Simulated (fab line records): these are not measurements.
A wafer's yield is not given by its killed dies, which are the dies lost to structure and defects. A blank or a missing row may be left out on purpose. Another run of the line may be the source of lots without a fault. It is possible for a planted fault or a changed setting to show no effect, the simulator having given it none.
Matching of chambers ; flow nand-harc ; NHARC_P_M0_CMP_23 on cmp-01: 4 sister chambers
The step polishes, t overpolish 20 s, target thk 117.53 nm. 18 wafers are shown with their chamber, then 9 later ones without.

WAFERS PAIRED WITH THEIR CHAMBERS
wafer;chamber;motor-current-A (A);time-to-endpoint-s (s);edge-zone-pressure-frac
L077.1;1;10.6;32.2;0.998
L077.3;2;11.5;26.4;0.988
L077.5;1;10.2;31.2;1.003
L081.2;3;12.9;27.1;1.005
L081.5;3;13.4;29.2;0.997
L081.6;0;12.5;32.2;0.997
L084.1;3;13.1;27.6;1.000
L084.5;2;12.0;27.3;0.994
L084.6;1;10.4;32.9;1.005
L089.3;2;11.5;27.8;1.009
L089.4;1;9.8;32.7;1.002
L089.5;1;10.4;33.5;1.007
L091.2;2;11.6;27.4;1.003
L091.3;1;9.7;32.5;1.001
L091.4;3;13.4;27.8;0.994
L092.1;2;10.9;27.9;0.999
L092.2;0;13.9;33.7;1.009
L092.5;0;13.5;36.0;1.008

SIGNATURES, as means of the wafers listed above
reading;chamber 0;chamber 1;chamber 2;chamber 3;scatter within a chamber
motor-current-A;13.300;10.183;11.500;13.200;0.422
time-to-endpoint-s;33.967;32.500;27.360;27.925;1.01
edge-zone-pressure-frac;1.00467;1.00267;0.99860;0.99900;0.00576
Rule: distance of a wafer from a chamber = root of the sum over the readings of ((wafer's reading minus chamber's mean) / reading's scatter) squared. The wafer belongs to the nearest chamber; if the next one is less than 2 further off, it can't be placed. The scatter is the square root of a quotient: the sum, over the shown wafers, of each reading's squared deviation from its chamber's mean, divided by wafers minus chambers.

WAFERS WITH NO CHAMBER GIVEN
wafer;motor-current-A (A);time-to-endpoint-s (s);edge-zone-pressure-frac
L094.1;10.7;30.2;1.002
L094.3;13.4;27.5;0.993
L094.5;11.5;27.0;1.006
L095.2;10.0;34.8;1.005
L095.4;11.7;27.0;0.996
L095.6;10.5;32.8;1.003
L097.2;13.1;28.2;1.006
L097.3;12.0;26.2;0.999
L097.4;13.1;32.0;1.000

EACH ONE'S CHAMBER
wafer;from the rows above;in truth
L094.1;can't be placed: 1 or 2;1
L094.3;3;3
L094.5;2;2
L095.2;1;1
L095.4;2;2
L095.6;1;1
L097.2;3;3
L097.3;can't be placed: 2 or 3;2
L097.4;can't be placed: 0 or 3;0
Correct placement for 6 of the 9. Unplaceable from these rows: 3, with the true chamber sitting among the candidates in 3. Wrongly placed: 0.
